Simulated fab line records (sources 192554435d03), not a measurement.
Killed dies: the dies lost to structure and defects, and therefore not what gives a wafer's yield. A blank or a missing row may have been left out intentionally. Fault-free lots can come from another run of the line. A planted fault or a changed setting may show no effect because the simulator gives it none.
Matching of chambers || flow n5 finfet || N5_BEOL_M11_VIA_ETCH_34 on rie diel-04 has 4 sister chambers
The step etches SiCOH lowk in C4F6/O2, target depth 184.5 nm, time 69.2 s. 8 wafers are shown with their chamber, then 9 later ones without.

== WAFERS WITH THEIR CHAMBER ==
{"wafer": "L084.3", "chamber": 3, "drypump motor current A (A)": 5.3, "rf vpp V (V)": 675}
{"wafer": "L084.4", "chamber": 3, "drypump motor current A (A)": 5.3, "rf vpp V (V)": 674}
{"wafer": "L088.3", "chamber": 0, "drypump motor current A (A)": 5.5, "rf vpp V (V)": 650}
{"wafer": "L088.5", "chamber": 1, "drypump motor current A (A)": 6.5, "rf vpp V (V)": 708}
{"wafer": "L089.4", "chamber": 0, "drypump motor current A (A)": 5.6, "rf vpp V (V)": 649}
{"wafer": "L091.2", "chamber": 2, "drypump motor current A (A)": 6.1, "rf vpp V (V)": 666}
{"wafer": "L091.4", "chamber": 1, "drypump motor current A (A)": 6.5, "rf vpp V (V)": 705}
{"wafer": "L091.6", "chamber": 2, "drypump motor current A (A)": 6.1, "rf vpp V (V)": 666}

== WAFERS WHOSE CHAMBER IS MISSING ==
{"wafer": "L094.4", "drypump motor current A (A)": 6.5, "rf vpp V (V)": 706}
{"wafer": "L094.5", "drypump motor current A (A)": 6.1, "rf vpp V (V)": 665}
{"wafer": "L094.6", "drypump motor current A (A)": 5.6, "rf vpp V (V)": 650}
{"wafer": "L097.1", "drypump motor current A (A)": 6.1, "rf vpp V (V)": 666}
{"wafer": "L097.4", "drypump motor current A (A)": 6.1, "rf vpp V (V)": 665}
{"wafer": "L097.5", "drypump motor current A (A)": 5.3, "rf vpp V (V)": 674}
{"wafer": "L096.1", "drypump motor current A (A)": 5.5, "rf vpp V (V)": 649}
{"wafer": "L096.2", "drypump motor current A (A)": 6.1, "rf vpp V (V)": 664}
{"wafer": "L096.3", "drypump motor current A (A)": 5.3, "rf vpp V (V)": 674}

== CHAMBER TAKEN BY EACH ==
{"wafer": "L094.4", "from the rows above": 1, "in truth": 1}
{"wafer": "L094.5", "from the rows above": 2, "in truth": 2}
{"wafer": "L094.6", "from the rows above": 0, "in truth": 0}
{"wafer": "L097.1", "from the rows above": 2, "in truth": 2}
{"wafer": "L097.4", "from the rows above": 2, "in truth": 2}
{"wafer": "L097.5", "from the rows above": 3, "in truth": 3}
{"wafer": "L096.1", "from the rows above": 0, "in truth": 0}
{"wafer": "L096.2", "from the rows above": 2, "in truth": 2}
{"wafer": "L096.3", "from the rows above": 3, "in truth": 3}
9 of 9 placed correctly. From these rows, 0 cannot be placed. Number placed wrongly: 0.
How it was worked out, from the rows above alone: a wafer's distance from a chamber is the root of the sum, over the readings, of the square of ((its reading less the chamber's mean) divided by the reading's scatter). If the next closest chamber is less than 2 further off than the closest, the wafer can't be placed; otherwise it belongs to the closest. For every chamber, the mean is computed from those of its wafers that are shown. The scatter: take each reading less its chamber's mean, square it, sum over the shown wafers, divide by the number of wafers less the number of chambers, and take the root.
